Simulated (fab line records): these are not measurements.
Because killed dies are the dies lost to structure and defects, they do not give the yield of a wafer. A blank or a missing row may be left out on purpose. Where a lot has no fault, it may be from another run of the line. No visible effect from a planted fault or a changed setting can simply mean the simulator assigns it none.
fab line records ; flow nand_harc
record lots=6; wafers=18; last_day=34
route steps=1302 shown A_STAIRCASE@668
lots that met no fault: taken from a fault-free run of the same line
start_h: hours from the record's first day to the start of the lot's first wafer shown ; wait_h: hours from the lot's prior step to this one ; " repeats the value in the row above ; L1.1+2: several wafers, shown together as one row ; - no value present, or no start provided ; * or withheld: withheld ; < > ~ a bound
route shown NAME@n: NAME is a module with steps in the file, n the number in the route of the first one ; usual: mean and standard deviation over wafers with no fault ; same: alike in all rows ; chamber/n: place in a boat ; sites: each site's reading ; _std_site: standard deviation across them ; _edge_site: outer sites' mean less inner sites' ; radius_mm: how far each site lies from the wafer's centre ; mask NAME#n: copy n ; behind: the last tool/chamber to shape the wafer ; hold: the reason the lot was held/the length of the hold in hours/how it ended ; device: names the non-switching transistor (n, p or np) ; end of line: the tests these same wafers got at the end of their route ; for a step that has no rows: nothing shown but its recipe ; killed: dies that structure and defects cost at the first sort, which is not the same as the wafer's yield ; map: a wafer's dies, marking killed ones x, the rest . and places with no die _
set.NAME: the setting as run; set.NAME@STEP: as run at that earlier step ; model.NAME: the simulator's own value behind a step, which no gauge read
lots seen at some steps along the route; tables by step, rows by wafer
services: a tool's chamber out of use, with start hour (start_h, from the record's first day; less than 0 if before it), hours out, and reason
## steps
# step NHARC_A_STAIRCASE_TRIM_12
# recipe time_s=211.2; o2_flow_sccm=500; ar_flow_sccm=0; bias_w=0; chemistry=O2
# usual drypump_motor_current_A=5.7/0.47; oes_product_au=1.002/0.012; rf_vpp_V=57.8/0.94; showerhead_plenum_p_Torr=3.54/0.17; throttle_valve_pct=17.037/0.0092
lot.wafer;tool;chamber;start_h;wait_h;drypump_motor_current_A;oes_product_au;rf_hours_counter_h;rf_vpp_V;showerhead_plenum_p_Torr;throttle_valve_pct
L696.2;rie_diel-03;2;393.24;0.1;6.2;0.995;23;57.7;3.28;17.050
L696.4;rie_diel-03;3;393.24;0.1;5.8;1.012;29;58.3;3.50;17.013
L696.5;rie_diel-03;3;393.24;0.1;5.8;1.017;-;57.8;3.50;17.034
L697.1;rie_diel-07;1;399.27;0.1;5.4;0.995;28;57.7;3.30;17.030
L697.2;rie_diel-07;3;399.27;0.1;5.8;1.017;26;58.5;3.72;17.034
L697.5;rie_diel-07;0;399.27;0.1;5.9;1.001;-;58.7;3.76;17.045
L706.3;rie_diel-01;0;485.64;0.1;5.1;1.002;32;59.4;3.72;17.023
L706.4;rie_diel-01;3;485.64;0.1;5.0;1.003;35;58.9;3.35;17.029
L706.6;rie_diel-01;1;485.64;0.1;6.1;1.003;-;57.9;3.47;17.037
L708.1;rie_diel-01;3;493.59;0.1;4.9;0.995;38;56.2;3.35;17.038
L708.3;rie_diel-01;0;493.59;0.1;5.1;0.989;36;57.4;3.72;17.032
L708.5;rie_diel-01;0;493.59;0.1;5.1;1.012;-;58.3;3.72;17.056
L712.2;rie_diel-07;2;537.55;0.1;5.9;0.992;24;57.9;3.61;17.039
L712.4;rie_diel-07;3;537.55;0.1;5.8;1.012;-;59.4;3.69;17.046
L712.5;rie_diel-07;0;537.55;0.1;5.9;0.997;-;58.0;3.73;17.041
L716.4;rie_diel-01;2;593.14;0.1;5.4;0.982;7;57.8;3.80;17.034
L716.2;rie_diel-01;3;593.14;0.1;4.9;0.985;6;57.9;3.34;17.048
L716.6;rie_diel-01;1;593.14;0.1;6.1;1.008;-;57.6;3.45;17.032
# step NHARC_A_STAIRCASE_ETCH_13
# recipe target_depth_a=1000; time_s=40.5; ion_energy_ev=400; c4f8_flow_sccm=20; o2_flow_sccm=10; ar_flow_sccm=withheld; rf_w=600; bias_w=1000; chemistry=C4F8/O2
# step NHARC_A_STAIRCASE_TRIM_14
# recipe time_s=211.2; o2_flow_sccm=500; ar_flow_sccm=0; bias_w=0; chemistry=O2
# usual drypump_motor_current_A=5.7/0.46; oes_product_au=1.002/0.013; rf_vpp_V=58.0/0.86; showerhead_plenum_p_Torr=3.53/0.17; throttle_valve_pct=17.038/0.0091
lot.wafer;tool;chamber;start_h;wait_h;drypump_motor_current_A;oes_product_au;rf_hours_counter_h;rf_vpp_V;showerhead_plenum_p_Torr;throttle_valve_pct
L696.4;rie_diel-03;2;-;-;6.2;1.006;23;58.4;3.28;17.043
L696.2;rie_diel-03;3;-;-;5.8;1.018;29;59.2;3.50;17.049
L696.5;rie_diel-03;0;-;-;4.8;1.009;-;57.1;3.48;17.048
L697.2;rie_diel-07;2;-;-;5.9;1.015;29;58.2;3.64;17.035
L697.1;rie_diel-07;0;-;-;5.9;0.993;25;58.9;3.76;17.038
L697.5;rie_diel-07;1;-;-;5.5;0.993;-;56.1;3.30;17.032
L706.4;rie_diel-01;3;-;-;5.0;0.993;36;56.9;3.35;17.030
L706.3;rie_diel-01;0;-;-;5.1;0.998;33;58.4;3.72;17.054
L706.6;rie_diel-01;2;-;-;5.4;1.004;-;56.2;3.30;17.039
L708.3;rie_diel-01;2;-;-;5.4;1.008;39;58.2;3.30;17.047
L708.1;rie_diel-01;3;-;-;5.0;0.996;38;58.4;3.35;17.032
L708.5;rie_diel-01;2;-;-;5.4;1.001;-;57.8;3.30;17.039
L712.2;rie_diel-07;3;-;-;5.8;1.007;22;58.2;3.69;17.054
L712.4;rie_diel-07;0;-;-;5.9;0.990;-;58.1;3.73;17.039
L712.5;rie_diel-07;2;-;-;5.9;0.997;-;58.8;3.61;17.046
L716.2;rie_diel-01;3;-;-;5.0;0.983;6;56.7;3.34;17.040
L716.4;rie_diel-01;0;-;-;5.1;1.022;10;59.8;3.70;17.036
L716.6;rie_diel-01;3;-;-;4.9;0.987;-;58.5;3.34;17.047
# step NHARC_A_STAIRCASE_ETCH_15
# recipe target_depth_a=1000; time_s=40.5; ion_energy_ev=400; c4f8_flow_sccm=20; o2_flow_sccm=10; ar_flow_sccm=withheld; rf_w=600; bias_w=1000; chemistry=C4F8/O2
# step NHARC_A_STAIRCASE_TRIM_16
# recipe time_s=211.2; o2_flow_sccm=500; ar_flow_sccm=0; bias_w=0; chemistry=O2
# usual drypump_motor_current_A=5.7/0.47; oes_product_au=1.001/0.012; rf_vpp_V=57.8/1; showerhead_plenum_p_Torr=3.54/0.17; throttle_valve_pct=17.037/0.0091
lot.wafer;tool;chamber;start_h;wait_h;drypump_motor_current_A;oes_product_au;rf_hours_counter_h;rf_vpp_V;showerhead_plenum_p_Torr;throttle_valve_pct
L696.2;rie_diel-03;2;-;-;6.2;1.005;23;56.1;3.28;17.050
L696.4;rie_diel-03;3;-;-;5.9;1.013;29;57.6;3.50;17.039
L696.5;rie_diel-03;1;-;-;6.3;1.000;-;57.7;3.64;17.033
L697.1;rie_diel-07;0;-;-;5.9;0.986;25;59.1;3.76;17.039
L697.2;rie_diel-07;1;-;-;5.5;0.989;29;57.2;3.30;17.043
L697.5;rie_diel-07;3;-;-;5.9;1.013;-;56.8;3.72;17.035
L706.4;rie_diel-01;3;-;-;5.0;1.001;36;56.5;3.35;17.037
L706.3;rie_diel-01;2;-;-;5.4;1.008;37;56.5;3.30;17.025
L706.6;rie_diel-01;3;-;-;5.0;0.994;-;56.7;3.35;17.010
L708.3;rie_diel-01;1;-;-;6.0;0.998;36;57.2;3.47;17.038
L708.1;rie_diel-01;2;-;-;5.4;1.007;39;59.1;3.30;17.050
L708.5;rie_diel-01;0;-;-;5.1;0.995;-;58.0;3.72;17.037
L712.2;rie_diel-07;0;-;-;5.9;0.983;23;58.2;3.73;17.025
L712.5;rie_diel-07;2;-;-;5.9;0.991;-;59.1;3.61;17.030
L712.4;rie_diel-07;3;-;-;5.8;1.004;-;57.1;3.69;17.020
L716.2;rie_diel-01;2;-;-;5.4;0.982;7;58.1;3.80;17.030
L716.4;rie_diel-01;1;-;-;6.0;1.002;10;57.5;3.45;17.032
L716.6;rie_diel-01;3;-;-;5.0;0.977;-;57.1;3.34;17.042
# step NHARC_A_STAIRCASE_ETCH_17
# recipe target_depth_a=1000; time_s=40.5; ion_energy_ev=400; c4f8_flow_sccm=20; o2_flow_sccm=10; ar_flow_sccm=withheld; rf_w=600; bias_w=1000; chemistry=C4F8/O2
# step NHARC_A_STAIRCASE_TRIM_18
# recipe time_s=211.2; o2_flow_sccm=500; ar_flow_sccm=0; bias_w=0; chemistry=O2
# step NHARC_A_STAIRCASE_ETCH_19
# recipe target_depth_a=1000; time_s=40.5; ion_energy_ev=400; c4f8_flow_sccm=20; o2_flow_sccm=10; ar_flow_sccm=withheld; rf_w=600; bias_w=1000; chemistry=C4F8/O2
# step NHARC_A_STAIRCASE_TRIM_20
# recipe time_s=211.2; o2_flow_sccm=500; ar_flow_sccm=0; bias_w=0; chemistry=O2
# usual drypump_motor_current_A=5.6/0.51; oes_product_au=1.003/0.013; rf_vpp_V=57.8/0.87; showerhead_plenum_p_Torr=3.51/0.16; throttle_valve_pct=17.037/0.0097
lot.wafer;tool;chamber;start_h;wait_h;drypump_motor_current_A;oes_product_au;rf_hours_counter_h;rf_vpp_V;showerhead_plenum_p_Torr;throttle_valve_pct
L696.2;rie_diel-01;1;394.31;0.1;6.0;1.000;1;57.8;3.48;17.035
L696.4;rie_diel-01;2;394.31;0.1;5.4;1.000;1;56.6;3.32;17.041
L696.5;rie_diel-01;3;394.31;0.1;5.0;0.990;-;56.7;3.37;17.038
L697.2;rie_diel-03;1;400.28;0.1;6.3;0.992;30;59.3;3.64;17.039
L697.1;rie_diel-03;3;400.28;0.1;5.8;1.007;31;56.9;3.50;17.033
L697.5;rie_diel-03;1;400.28;0.1;6.3;1.005;-;58.6;3.64;17.054
L706.3;rie_diel-01;1;487.57;0.1;6.0;1.002;34;59.1;3.47;17.031
L706.4;rie_diel-01;2;487.57;0.1;5.4;0.997;37;57.2;3.30;17.019
L706.6;rie_diel-01;3;487.57;0.1;5.0;0.999;-;55.9;3.35;17.040
L708.3;rie_diel-01;3;494.72;0.1;5.0;0.988;39;58.2;3.35;17.030
L708.1;rie_diel-01;0;494.72;0.1;5.1;0.993;36;58.0;3.72;17.044
L708.5;rie_diel-01;0;494.72;0.1;5.2;0.996;-;56.9;3.72;17.064
L712.2;rie_diel-07;0;539.76;0.2;5.9;0.991;24;57.7;3.73;17.039
L712.4;rie_diel-07;2;539.76;0.2;5.9;0.997;-;59.0;3.61;17.032
L712.5;rie_diel-07;3;539.76;0.2;5.9;1.019;-;58.1;3.69;17.053
L716.2;rie_diel-07;2;594.21;0.1;5.9;1.001;41;57.9;3.60;17.039
L716.4;rie_diel-07;0;594.21;0.1;5.9;0.993;-;58.4;3.72;17.032
L716.6;rie_diel-07;2;594.21;0.1;5.9;0.993;-;58.6;3.60;17.037
# step NHARC_A_STAIRCASE_ETCH_21
# recipe target_depth_a=1000; time_s=40.5; ion_energy_ev=400; c4f8_flow_sccm=20; o2_flow_sccm=10; ar_flow_sccm=withheld; rf_w=600; bias_w=1000; chemistry=C4F8/O2
# step NHARC_A_STAIRCASE_TRIM_22
# recipe time_s=211.2; o2_flow_sccm=500; ar_flow_sccm=0; bias_w=0; chemistry=O2
# usual drypump_motor_current_A=5.6/0.5; oes_product_au=1.003/0.014; rf_vpp_V=57.7/0.97; showerhead_plenum_p_Torr=3.50/0.16; throttle_valve_pct=17.035/0.0087
lot.wafer;tool;chamber;start_h;wait_h;drypump_motor_current_A;oes_product_au;rf_hours_counter_h;rf_vpp_V;showerhead_plenum_p_Torr;throttle_valve_pct
L696.4;rie_diel-01;1;-;-;6.0;1.005;1;57.9;3.48;17.040
L696.2;rie_diel-01;2;-;-;5.5;1.005;1;57.4;3.32;17.042
L696.5;rie_diel-01;0;-;-;5.1;0.992;-;59.4;3.74;17.034
L697.2;rie_diel-03;3;-;-;5.8;1.008;31;58.7;3.50;17.045
L697.1;rie_diel-03;2;-;-;6.2;1.001;25;56.3;3.28;17.034
L697.5;rie_diel-03;3;-;-;5.8;1.022;-;56.4;3.50;17.034
L706.4;rie_diel-01;3;-;-;5.0;1.009;36;58.3;3.35;17.031
L706.3;rie_diel-01;2;-;-;5.4;1.021;37;58.0;3.30;17.011
L706.6;rie_diel-01;0;-;-;5.1;0.993;-;58.5;3.72;17.026
L708.3;rie_diel-01;2;-;-;5.4;1.019;40;56.9;3.30;17.028
L708.1;rie_diel-01;0;-;-;5.1;0.996;37;58.1;3.72;17.046
L708.5;rie_diel-01;3;-;-;5.0;1.010;-;57.5;3.35;17.039
L712.2;rie_diel-07;2;-;-;5.9;1.006;26;57.6;3.61;17.031
L712.4;rie_diel-07;2;-;-;5.9;1.001;-;57.7;3.61;17.037
L712.5;rie_diel-07;3;-;-;5.9;1.021;-;59.0;3.69;17.032
L716.2;rie_diel-07;0;-;-;5.9;0.986;44;55.8;3.72;17.037
L716.6;rie_diel-07;2;-;-;5.9;1.005;-;57.6;3.60;17.019
L716.4;rie_diel-07;0;-;-;5.9;0.984;-;58.1;3.72;17.043
# step NHARC_A_STAIRCASE_ETCH_23
# recipe target_depth_a=1000; time_s=40.5; ion_energy_ev=400; c4f8_flow_sccm=20; o2_flow_sccm=10; ar_flow_sccm=withheld; rf_w=600; bias_w=1000; chemistry=C4F8/O2
# usual oes_product_au=0.948/0.015; rf_vpp_V=896/6.1
lot.wafer;tool;chamber;start_h;wait_h;oes_product_au;rf_hours_counter_h;rf_vpp_V
L696.4;rie_diel-01;1;394.69;-;0.955;1;896
L696.2;rie_diel-01;2;394.69;-;0.966;1;888
L696.5;rie_diel-01;1;394.69;-;0.957;-;895
L697.1;rie_diel-03;3;400.71;-;0.964;31;895
L697.2;rie_diel-03;2;400.71;-;0.960;25;887
L697.5;rie_diel-03;0;400.71;-;0.953;-;894
L706.3;rie_diel-01;3;488.82;-;0.789;37;889
L706.4;rie_diel-01;0;488.82;-;0.909;34;902
L706.6;rie_diel-01;1;488.82;-;0.926;-;894
L708.3;rie_diel-01;3;495.19;-;0.798;39;889
L708.1;rie_diel-01;0;495.19;-;0.933;37;903
L708.5;rie_diel-01;3;495.19;-;0.811;-;890
L712.2;rie_diel-07;3;540.44;-;0.934;23;902
L712.4;rie_diel-07;0;540.44;-;0.925;-;903
L712.5;rie_diel-07;2;540.44;-;0.928;-;897
L716.2;rie_diel-07;0;594.67;-;0.943;45;903
L716.4;rie_diel-07;2;594.67;-;0.961;-;901
L716.6;rie_diel-07;0;594.67;-;0.934;-;903
# step NHARC_A_STAIRCASE_TRIM_24
# recipe time_s=211.2; o2_flow_sccm=500; ar_flow_sccm=0; bias_w=0; chemistry=O2
## services
tool;chamber;start_h;hours;kind
rie_diel-07;-;372.59;1.2;repair
rie_diel-03;2;375.34;13.8;repair
rie_diel-01;-;381.53;9.0;pm
rie_diel-01;0;381.53;9.0;vent_cycle
rie_diel-01;1;381.53;9.0;vent_cycle
rie_diel-01;2;381.53;9.0;vent_cycle
rie_diel-01;3;381.53;9.0;vent_cycle
rie_diel-07;3;384.62;2.5;repair
rie_diel-01;0;390.53;-;clean
rie_diel-01;1;390.53;-;clean
rie_diel-01;1;390.53;-;consumable_replace:focus_ring
rie_diel-01;2;390.53;-;clean
rie_diel-01;3;390.53;-;clean
rie_diel-01;3;410.09;2.7;repair
rie_diel-01;0;414.14;6.5;repair
rie_diel-01;1;415.05;-;clean
rie_diel-01;2;415.05;-;clean
rie_diel-03;3;455.41;17.4;repair
rie_diel-03;-;458.34;9.0;pm
rie_diel-07;-;472.85;9.0;pm
rie_diel-03;1;476.61;8.3;repair
rie_diel-07;1;533.96;17.1;repair
rie_diel-01;-;558.53;9.0;pm
rie_diel-07;3;592.66;15.5;repair
## key
first_sign step=NHARC_A_STAIRCASE_ETCH_23; reading=oes_product_au; direction=down; sigmas=9.9; usual=0.948; struck=0.799
effect none on later readings
met_at NHARC_A_STAIRCASE_ETCH_23
struck_wafers L706.3,L708.3,L708.5
sort_left_out L706.3,L708.3,L708.5
tester_left_out L706,L708
fault kind=process_parameter_drift; tool=rie_diel-01; chamber=3; onset_h=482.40; steps=NHARC_A_STAIRCASE_ETCH_23; channel=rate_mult; offset=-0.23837; shape=step; end_h=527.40
# tester_left_out: of these lots the tester's yield and bins aren't shown, on N5 and GAA mostly nor the transistor test; their killed dies are dies lost to structure and defects alone, not to doping, threshold or leakage, so they don't give the yield
# sort_left_out: the simulated sort isn't trusted on such a fault, so these wafers' sort isn't shown, and their yield isn't known
